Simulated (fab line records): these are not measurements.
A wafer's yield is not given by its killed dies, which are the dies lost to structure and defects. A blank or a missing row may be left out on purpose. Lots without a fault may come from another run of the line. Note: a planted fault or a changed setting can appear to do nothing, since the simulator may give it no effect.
fab line records -- flow nand-harc -- part 1 of 2: steps 1 to 5 of 6
record: lots: 9, wafers: 27, last-day: 33
route steps=1302 shown A_CHANNEL_HOLE_D1@472 A_CHANNEL_FILL_D1@494 A_DECK1_JOINT@518 END@1301
lots that met no fault: from a run of the same line without faults
start-h: start of the lot's first displayed wafer, in hours after the record's first day -- wait-h: hours from the lot's prior step to this one -- " same as the row above -- L1.1+2: one row covering several wafers at once -- - no value, or no start given -- * or withheld: withheld -- < > ~ a bound
route shown NAME@n: NAME is a module with steps in the file, n the number in the route of the first one -- usual: average and standard deviation across the fault-free wafers -- same: alike in all rows -- chamber/n: place in a boat -- sites: readings site by site -- _std_site: standard deviation across them -- _edge_site: the outer-site mean with the inner-site mean subtracted -- radius-mm: how far each site lies from the wafer's centre -- mask NAME#n: copy n -- behind: the tool/chamber that last shaped the wafer -- hold: why the lot was held/for how many hours/how that ended -- device: whichever transistor did not switch (one of n, p or np) -- end of line: tests run on the same wafers once the route is complete -- where a step has no rows: the recipe by itself -- killed: dies lost to structure and defects at the first sort, not the wafer's yield -- map: the dies of a wafer, with x for killed, . for not killed, _ for no die there
set.NAME: the setting that was run; set.NAME@STEP: the one run at that earlier step -- model.NAME: the simulator's own value behind a step, which no gauge read
the route's steps for a sample of lots (tables are steps, rows are wafers)
services: the hour from which a tool's chamber was out of use, counted from the record's first day as start-h (under 0 if before that day), plus the number of hours and why
== steps ==
step: NHARC_A_CHANNEL_HOLE_D1_ETCH_20
recipe: bias-v: 3000, source-w: withheld, pressure-mtorr: 20, time-s: 361.9, ar-flow-sccm: 375, c4f8-flow-sccm: 89.3, o2-flow-sccm: 35.7, temp-c: -20, target-depth-a: 16000, chemistry: C4F8/O2/Ar
usual: drypump-motor-current-A: 6.1/0.39, he-backside-leak-sccm: 5.9/1, showerhead-plenum-p-Torr: 3.66/0.14, throttle-valve-pct: 32.155/0.0087
lot.wafer,tool,chamber,start-h,wait-h,drypump-motor-current-A,he-backside-leak-sccm,rf-hours-counter-h,showerhead-plenum-p-Torr,throttle-valve-pct
L353.2,har-etch-02,1,222.85,0.1,6.0,7.9,319,3.75,32.144
L353.4,har-etch-02,1,222.85,0.1,6.0,7.2,-,3.75,32.157
L353.3,har-etch-02,0,222.85,0.1,5.6,6.6,-,3.42,32.153
L358.1,har-etch-02,0,269.43,0.2,5.5,6.7,345,3.40,32.158
L358.2,har-etch-02,0,269.43,0.2,5.5,6.8,-,3.40,32.160
L358.6,har-etch-02,0,269.43,0.2,5.6,6.7,-,3.40,32.155
L360.1,har-etch-01,0,292.86,0.1,6.3,5.3,148,3.70,32.143
L360.4,har-etch-01,1,292.86,0.1,6.5,5.5,-,3.63,32.168
L360.6,har-etch-01,0,292.86,0.1,6.4,5.4,-,3.70,32.155
L361.1,har-etch-02,1,294.64,0.1,5.9,4.7,349,3.74,32.145
L361.2,har-etch-02,0,294.64,0.1,5.6,7.0,365,3.39,32.154
L361.5,har-etch-02,1,294.64,0.1,5.9,4.4,-,3.74,32.152
L364.1,har-etch-01,0,328.62,0.1,6.4,5.6,171,3.69,32.154
L364.4,har-etch-01,1,328.62,0.1,6.6,5.3,-,3.61,32.164
L364.5,har-etch-01,1,328.62,0.1,6.6,5.2,-,3.61,32.158
L368.2,har-etch-01,0,368.67,0.1,6.4,5.3,194,3.68,32.147
L368.1,har-etch-01,1,368.67,0.1,6.6,5.7,194,3.60,32.149
L368.4,har-etch-01,1,368.67,0.1,6.6,5.7,-,3.60,32.149
L369.1,har-etch-01,0,381.58,0.1,6.4,5.8,202,3.67,32.162
L369.2,har-etch-01,1,381.58,0.1,6.5,5.5,202,3.60,32.160
L369.5,har-etch-01,1,381.58,0.1,6.5,5.9,-,3.60,32.153
L371.2,har-etch-02,1,402.60,0.1,5.9,4.3,4,3.71,32.145
L371.3,har-etch-02,1,402.60,0.1,6.0,4.5,-,3.71,32.156
L371.5,har-etch-02,0,402.60,0.1,5.6,5.6,-,3.91,32.159
L372.1,har-etch-01,1,413.58,0.1,6.5,5.7,225,3.58,32.163
L372.2,har-etch-01,0,413.58,0.1,6.4,5.7,225,3.66,32.155
L372.3,har-etch-01,0,413.58,0.1,6.3,5.7,-,3.66,32.162
step: NHARC_A_CHANNEL_FILL_D1_ALD_14
recipe: target-thk-a: 25, pulse-time-s: 10, ald-cycles: 25, temp-c: 300, material: SiO2
usual: heater-power-w: 452/43, precursor-pulse-height-rel: 1.000/0.021, susceptor-temp-C: 300.00/0.19
same: pulse-time-s: 10
lot.wafer,tool,chamber,start-h,wait-h,heater-power-w,precursor-pulse-height-rel,susceptor-temp-C
L353.2,ald-hk-04,3,235.86,0.0,432,0.975,299.87
L353.4,ald-hk-04,0,235.86,0.0,426,1.006,299.83
L353.3,ald-hk-04,1,235.86,0.0,444,0.973,300.24
L358.2,ald-hk-02,0,286.83,0.1,424,1.012,300.17
L358.1,ald-hk-02,1,286.83,0.1,500,0.994,299.89
L358.6,ald-hk-02,2,286.83,0.1,400,1.006,300.03
L360.4,ald-hk-02,2,305.74,0.1,390,0.998,299.96
L360.1,ald-hk-02,0,305.74,0.1,425,1.000,300.11
L360.6,ald-hk-02,1,305.74,0.1,499,0.986,300.05
L361.1,ald-hk-04,2,305.78,0.1,442,0.990,299.93
L361.2,ald-hk-04,3,305.78,0.1,421,1.028,300.16
L361.5,ald-hk-04,0,305.78,0.1,449,1.025,299.93
L364.1,ald-hk-02,3,341.00,0.1,440,1.004,300.19
L364.4,ald-hk-02,0,341.00,0.1,433,1.012,300.01
L364.5,ald-hk-02,3,341.00,0.1,438,1.018,300.20
L368.2,ald-hk-04,0,381.45,0.0,458,0.948,300.38
L368.4,ald-hk-04,2,381.45,0.0,443,1.000,300.01
L368.1,ald-hk-04,3,381.45,0.0,432,1.026,299.88
L369.2,ald-hk-02,1,394.39,0.1,473,1.014,300.05
L369.1,ald-hk-02,3,394.39,0.1,424,0.991,300.01
L369.5,ald-hk-02,0,394.39,0.1,451,0.998,299.97
L371.3,ald-hk-04,1,415.34,0.0,443,1.019,299.96
L371.2,ald-hk-04,0,415.34,0.0,455,0.994,300.11
L371.5,ald-hk-04,2,415.34,0.0,441,1.028,299.55
L372.2,ald-hk-02,0,427.45,0.5,440,1.002,300.29
L372.3,ald-hk-02,2,427.45,0.5,381,1.008,300.11
L372.1,ald-hk-02,3,427.45,0.5,433,1.020,300.06
step: NHARC_A_CHANNEL_FILL_D1_CVD_05
recipe: target-thk-a: 50, temp-c: 550, material: poly-Si
usual: spike-tc-centre-C: 550.4/1.4, spike-tc-lower-C: 550.2/1.4, spike-tc-top-C: 571.4/2.1, spike-tc-upper-C: 549.8/1.4
lot.wafer,tool,chamber,start-h,wait-h,spike-tc-centre-C,spike-tc-lower-C,spike-tc-top-C,spike-tc-upper-C
L353.2,lpcvd-poly-04,0,258.31,2.3,550.0,549.5,571.1,551.5
L353.3,lpcvd-poly-04,0,258.31,2.3,550.0,550.3,569.8,551.8
L353.4,lpcvd-poly-04,0,258.31,2.3,549.3,548.7,571.0,552.2
L358.1,lpcvd-poly-02,0,306.25,2.3,551.4,549.7,573.8,550.0
L358.2,lpcvd-poly-02,0,306.25,2.3,549.9,551.7,574.1,549.9
L358.6,lpcvd-poly-02,0,306.25,2.3,550.7,551.2,575.9,547.1
L360.1,lpcvd-poly-01,0,325.33,2.4,554.2,550.5,571.4,548.5
L360.4,lpcvd-poly-01,0,325.33,2.4,551.3,550.5,571.1,550.2
L360.6,lpcvd-poly-01,0,325.33,2.4,552.4,548.9,572.3,550.2
L361.1,lpcvd-poly-01,0,325.33,2.4,550.3,548.0,570.7,548.9
L361.2,lpcvd-poly-01,0,325.33,2.4,552.7,549.8,571.1,549.1
L361.5,lpcvd-poly-01,0,325.33,2.4,553.1,548.4,570.8,548.9
L364.1,lpcvd-poly-02,0,360.59,2.3,550.5,552.6,572.7,548.7
L364.4,lpcvd-poly-02,0,360.59,2.3,550.8,551.3,573.2,549.4
L364.5,lpcvd-poly-02,0,360.59,2.3,548.4,551.5,574.3,548.4
L368.1,lpcvd-poly-01,0,401.49,2.4,564.2,563.4,583.4,563.1
L368.2,lpcvd-poly-01,0,401.49,2.4,565.0,562.2,582.3,563.6
L368.4,lpcvd-poly-01,0,401.49,2.4,563.9,562.6,582.9,561.5
L369.1,lpcvd-poly-01,0,415.23,2.4,563.0,563.0,581.6,561.7
L369.2,lpcvd-poly-01,0,415.23,2.4,565.9,560.4,581.8,561.6
L369.5,lpcvd-poly-01,0,415.23,2.4,565.7,562.2,581.6,561.3
L371.2,lpcvd-poly-01,0,435.23,2.4,562.2,559.3,582.0,563.1
L371.3,lpcvd-poly-01,0,435.23,2.4,563.0,560.9,584.3,560.9
L371.5,lpcvd-poly-01,0,435.23,2.4,561.5,562.3,582.2,562.2
L372.1,lpcvd-poly-04,0,447.00,2.3,550.3,551.2,569.1,552.3
L372.2,lpcvd-poly-04,0,447.00,2.3,549.2,549.9,569.0,550.9
L372.3,lpcvd-poly-04,0,447.00,2.3,549.4,550.1,568.8,552.1
step: NHARC_A_DECK1_JOINT_ETCHBACK_07
recipe: target-depth-a: 1050, time-s: 26.9, hbr-flow-sccm: 150, rf-w: 350, icp-w: 350, bias-w: 60, chemistry: HBr
usual: drypump-motor-current-A: 5.6/0.46, hbr-flow-sccm: 150.0/0.42, he-backside-leak-sccm: 2.60/0.21, oes-product-au: 1.000/0.013, rf-fwd-power-W: 344.0/2.5, throttle-valve-pct: 23.266/0.0098
lot.wafer,tool,chamber,start-h,wait-h,drypump-motor-current-A,hbr-flow-sccm,he-backside-leak-sccm,oes-product-au,rf-fwd-power-W,rf-hours-counter-h,throttle-valve-pct
L353.4,rie-si-03,3,279.66,0.1,5.1,150.2,2.57,1.005,347.8,0,23.270
L353.3,rie-si-03,0,279.66,0.1,6.0,150.0,2.36,0.990,342.6,0,23.254
L353.2,rie-si-03,1,279.66,0.1,5.0,149.4,2.74,0.981,344.1,0,23.253
L358.2,rie-si-03,3,327.25,0.1,5.1,149.9,2.70,1.000,344.9,0.5,23.272
L358.1,rie-si-03,2,327.25,0.1,5.5,150.1,2.51,1.015,340.1,0.0,23.278
L358.6,rie-si-03,3,327.25,0.1,5.1,149.0,2.59,1.000,344.7,-,23.282
L360.1,rie-si-03,0,346.33,0.1,6.0,150.0,2.18,0.987,343.1,0.7,23.246
L360.4,rie-si-03,3,346.33,0.1,5.1,149.8,2.57,0.997,347.0,0.7,23.272
L360.6,rie-si-03,1,346.33,0.1,5.0,150.2,2.76,0.987,343.7,-,23.267
L361.1,rie-si-01,1,346.33,0.1,6.2,149.9,2.33,1.027,343.5,0.7,23.248
L361.2,rie-si-01,0,346.33,0.1,5.7,149.9,2.69,0.987,340.7,0.7,23.253
L361.5,rie-si-01,1,346.33,0.1,6.3,150.9,2.42,1.031,346.7,-,23.269
L364.1,rie-si-03,2,381.58,0.1,5.5,150.3,2.46,1.008,341.7,0.4,23.254
L364.5,rie-si-03,3,381.58,0.1,5.1,149.5,2.61,0.987,344.7,-,23.282
L364.4,rie-si-03,2,381.58,0.1,5.5,150.4,2.42,1.020,341.0,-,23.281
L368.1,rie-si-04,2,422.58,0.1,5.4,150.4,2.29,0.999,342.2,0.5,23.265
L368.2,rie-si-04,3,422.58,0.1,5.7,150.2,2.63,1.011,346.9,0.5,23.266
L368.4,rie-si-04,1,422.58,0.1,6.4,149.6,2.49,1.017,340.2,0.4,23.268
L369.1,rie-si-01,1,436.50,0.1,6.3,150.4,2.52,1.009,346.7,0.3,23.279
L369.2,rie-si-01,3,436.50,0.1,5.9,149.4,2.81,1.001,345.1,0.2,23.257
L369.5,rie-si-01,1,436.50,0.1,6.3,149.6,2.44,1.007,345.3,-,23.261
L371.2,rie-si-04,3,456.42,0.1,5.7,149.7,2.67,1.006,347.8,0.9,23.276
L371.3,rie-si-04,1,456.42,0.1,6.5,149.6,2.66,1.016,343.0,-,23.269
L371.5,rie-si-04,1,456.42,0.1,6.5,149.9,2.63,1.006,342.5,-,23.269
L372.1,rie-si-04,1,466.06,0.1,6.4,149.9,2.64,1.001,342.7,0.7,23.277
L372.3,rie-si-04,2,466.06,0.1,5.3,150.5,2.43,0.999,343.6,0.8,23.265
L372.2,rie-si-04,3,466.06,0.1,5.7,149.6,2.64,1.013,348.3,1.0,23.260
step: NHARC_END_WLT_00
usual: VT_DECK1_BOTTOM: 0.870/0.0079, VT_DECK1_BOTTOM_INNER: 0.870/0.0077, VT_DECK1_MEDIAN_NEAR_BOTTOM: 0.872/0.0076, VT_DECK1_MEDIAN_NEAR_BOTTOM_INNER: 0.871/0.0073, VT_DECK1_MIDDLE: 0.884/0.0076, VT_DECK1_MIDDLE_INNER: 0.884/0.0062, VT_DECK1_TOP: 0.896/0.007, VT_DECK1_TOP_INNER: 0.896/0.0063, VT_DECK2_BOTTOM: 0.867/0.0083, VT_DECK2_BOTTOM_INNER: 0.867/0.0082, VT_DECK2_MEDIAN_NEAR_BOTTOM: 0.869/0.0081, VT_DECK2_MEDIAN_NEAR_BOTTOM_INNER: 0.869/0.0084, VT_DECK2_MIDDLE: 0.882/0.0076, VT_DECK2_MIDDLE_INNER: 0.881/0.0073, VT_DECK2_TOP: 0.894/0.0068, VT_DECK2_TOP_INNER: 0.893/0.0068
lot.wafer,tool,chamber,start-h,wait-h,hold,VT_DECK1_BOTTOM,VT_DECK1_BOTTOM_INNER,VT_DECK1_MEDIAN_NEAR_BOTTOM,VT_DECK1_MEDIAN_NEAR_BOTTOM_INNER,VT_DECK1_MIDDLE,VT_DECK1_MIDDLE_INNER,VT_DECK1_TOP,VT_DECK1_TOP_INNER,VT_DECK2_BOTTOM,VT_DECK2_BOTTOM_INNER,VT_DECK2_MEDIAN_NEAR_BOTTOM,VT_DECK2_MEDIAN_NEAR_BOTTOM_INNER,VT_DECK2_MIDDLE,VT_DECK2_MIDDLE_INNER,VT_DECK2_TOP,VT_DECK2_TOP_INNER
L353.2,prober-01,-,592.93,1.4,-,0.870,0.872,0.868,0.863,0.878,0.880,0.890,0.885,0.862,0.864,0.866,0.867,0.883,0.880,0.888,0.891
L353.3,prober-01,-,592.93,1.4,-,0.860,0.857,0.861,0.863,0.880,0.873,0.889,0.889,0.876,0.871,0.880,0.875,0.879,0.882,0.890,0.892
L353.4,prober-01,-,592.93,1.4,-,0.876,0.863,0.869,0.864,0.866,0.885,0.900,0.897,0.868,0.870,0.872,0.869,0.885,0.885,0.891,0.889
L358.1,prober-02,-,637.09,0.1,-,0.872,0.868,0.864,0.866,0.882,0.880,0.892,0.899,0.891,0.889,0.880,0.883,0.892,0.894,0.897,0.901
L358.2,prober-02,-,637.09,0.1,-,0.873,0.868,0.862,0.863,0.888,0.878,0.894,0.896,0.879,0.881,0.884,0.887,0.890,0.888,0.904,0.908
L358.6,prober-02,-,639.58,2.5,-,0.867,0.874,0.867,0.863,0.879,0.884,0.889,0.894,0.883,0.877,0.882,0.888,0.885,0.893,0.903,0.896
L361.1,prober-01,-,664.84,0.0,-,0.878,0.875,0.883,0.887,0.891,0.891,0.904,0.896,0.863,0.862,0.871,0.864,0.877,0.893,0.898,0.895
L361.2,prober-01,-,664.84,0.0,-,0.882,0.873,0.885,0.881,0.884,0.889,0.901,0.906,0.873,0.866,0.864,0.867,0.878,0.883,0.898,0.887
L361.5,prober-01,-,666.85,2.1,-,0.892,0.888,0.885,0.888,0.895,0.893,0.906,0.900,0.858,0.855,0.858,0.862,0.880,0.881,0.898,0.889
L360.1,prober-02,-,668.08,3.3,-,0.883,0.872,0.874,0.882,0.892,0.891,0.896,0.900,0.870,0.870,0.862,0.873,0.879,0.876,0.887,0.893
L360.4,prober-02,-,669.59,4.8,-,0.869,0.875,0.864,0.870,0.883,0.879,0.898,0.895,0.862,0.866,0.860,0.868,0.876,0.875,0.890,0.887
L360.6,prober-02,-,670.60,5.8,-,0.862,0.867,0.876,0.874,0.886,0.887,0.906,0.906,0.876,0.872,0.874,0.879,0.888,0.880,0.898,0.895
L364.1,prober-02,-,691.27,0.1,-,0.878,0.874,0.879,0.873,0.888,0.889,0.895,0.893,0.860,0.861,0.862,0.860,0.878,0.868,0.893,0.887
L364.4,prober-02,-,692.79,1.6,-,0.880,0.881,0.882,0.880,0.885,0.890,0.894,0.893,0.862,0.860,0.868,0.865,0.881,0.869,0.890,0.894
L364.5,prober-02,-,692.79,1.6,-,0.881,0.889,0.878,0.880,0.894,0.891,0.901,0.896,0.867,0.863,0.859,0.871,0.867,0.875,0.895,0.886
L368.1,prober-01,-,748.43,0.0,await-dispo/0.2h/release,0.947,0.935,0.942,0.945,0.967,0.958,0.977,0.967,0.881,0.875,0.870,0.869,0.885,0.889,0.893,0.889
L368.2,prober-01,-,748.43,0.0,await-dispo/0.2h/release,0.939,0.938,0.944,0.939,0.958,0.953,0.967,0.980,0.876,0.872,0.874,0.868,0.887,0.888,0.897,0.899
L368.4,prober-01,-,749.93,1.6,await-dispo/0.2h/release,0.930,0.930,0.931,0.925,0.958,0.953,0.976,0.972,0.866,0.872,0.883,0.881,0.888,0.885,0.902,0.896
L368.1,prober-01,-,756.29,7.4,-,0.938,0.949,0.944,0.947,0.961,0.959,0.974,0.973,0.876,0.877,0.867,0.882,0.885,0.883,0.896,0.903
L368.2,prober-01,-,756.29,7.4,-,0.940,0.934,0.944,0.942,0.955,0.956,0.982,0.964,0.870,0.874,0.876,0.870,0.885,0.888,0.899,0.905
L368.4,prober-01,-,757.80,7.4,-,0.934,0.924,0.929,0.925,0.961,0.956,0.981,0.982,0.880,0.872,0.881,0.866,0.888,0.884,0.904,0.896
L369.1,prober-01,-,758.80,0.0,await-dispo/0.2h/release,0.929,0.941,0.947,0.931,0.964,0.956,0.978,0.962,0.872,0.866,0.871,0.872,0.896,0.888,0.902,0.892
L369.2,prober-01,-,758.80,0.0,await-dispo/0.2h/release,0.934,0.923,0.938,0.928,0.956,0.953,0.971,0.971,0.877,0.879,0.884,0.874,0.893,0.886,0.906,0.903
L369.5,prober-01,-,760.83,2.1,await-dispo/0.2h/release,0.933,0.932,0.941,0.939,0.958,0.958,0.978,0.983,0.866,0.868,0.877,0.874,0.891,0.885,0.902,0.913
L369.1,prober-01,-,766.75,7.4,-,0.938,0.934,0.929,0.928,0.954,0.956,0.979,0.968,0.863,0.870,0.881,0.877,0.879,0.901,0.893,0.898
L369.2,prober-01,-,766.75,7.4,-,0.927,0.938,0.929,0.934,0.954,0.962,0.978,0.978,0.885,0.885,0.874,0.879,0.896,0.886,0.901,0.900
L369.5,prober-01,-,768.78,7.4,-,0.939,0.940,0.949,0.938,0.964,0.956,0.985,0.980,0.874,0.877,0.872,0.876,0.894,0.883,0.895,0.894
L371.2,prober-02,-,777.75,0.6,await-dispo/0.2h/release,0.934,0.939,0.936,0.941,0.946,0.955,0.968,0.972,0.862,0.860,0.864,0.863,0.873,0.887,0.889,0.895
L371.3,prober-02,-,777.75,0.6,await-dispo/0.2h/release,0.925,0.924,0.936,0.938,0.951,0.942,0.963,0.969,0.863,0.867,0.863,0.875,0.883,0.870,0.888,0.883
L371.5,prober-02,-,779.25,2.1,await-dispo/0.2h/release,0.932,0.921,0.927,0.932,0.939,0.955,0.964,0.966,0.871,0.868,0.870,0.874,0.877,0.875,0.890,0.891
L371.2,prober-02,-,785.57,7.3,-,0.937,0.936,0.934,0.933,0.956,0.955,0.963,0.962,0.861,0.860,0.859,0.860,0.878,0.874,0.886,0.894
L371.3,prober-02,-,785.57,7.3,-,0.931,0.923,0.915,0.932,0.952,0.950,0.969,0.966,0.867,0.868,0.862,0.868,0.877,0.886,0.891,0.887
L371.5,prober-02,-,787.07,7.3,-,0.921,0.920,0.927,0.923,0.949,0.949,0.975,0.971,0.881,0.871,0.875,0.871,0.882,0.874,0.896,0.893
L372.1,prober-01,-,792.44,0.0,-,0.871,0.876,0.880,0.882,0.893,0.890,0.907,0.899,0.874,0.877,0.877,0.871,0.892,0.878,0.903,0.900
L372.2,prober-01,-,792.44,0.0,-,0.882,0.866,0.876,0.872,0.880,0.887,0.902,0.897,0.874,0.875,0.874,0.876,0.891,0.885,0.905,0.899
L372.3,prober-01,-,792.44,0.0,-,0.882,0.875,0.882,0.889,0.887,0.894,0.893,0.902,0.875,0.875,0.879,0.878,0.886,0.884,0.904,0.902
== key ==
first-sign: step: NHARC_A_CHANNEL_FILL_D1_CVD_05, reading: spike-tc-centre-C, direction: up, sigmas: 9.3, usual: 550.4, struck: 563.8
effect: step: NHARC_A_CHANNEL_FILL_D1_CVD_05, reading: spike-tc-upper-C, direction: up, sigmas: 8.7, usual: 549.8, struck: 562.1
effect: step: NHARC_END_WLT_00, reading: VT_DECK1_TOP_INNER, direction: up, sigmas: 12, usual: 0.896, struck: 0.971
effect: step: NHARC_END_SORT_01, reading: hold, direction: added
met-at NHARC_A_CHANNEL_FILL_D1_CVD_05
struck-lots L368,L369,L371
tester-left-out L368,L369,L371
not-acting-at NHARC_A_CHANNEL_HOLE_D1_ETCH_20,NHARC_A_CHANNEL_FILL_D1_ALD_14,NHARC_A_DECK1_JOINT_ETCHBACK_07
onset-between 325.33 401.49
fault: kind: process-parameter-drift, tool: lpcvd-poly-01, chamber: -, onset-h: 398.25, steps: NHARC_A_CHANNEL_FILL_D1_CVD_05, channel: temp-c, offset: *, shape: step, end-h: 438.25, acts-in: *, stated: *
tester-left-out: of these lots the tester's yield and bins aren't shown, on N5 and GAA mostly nor the transistor test; their killed dies are dies lost to structure and defects alone, not to doping, threshold or leakage, so they don't give the yield
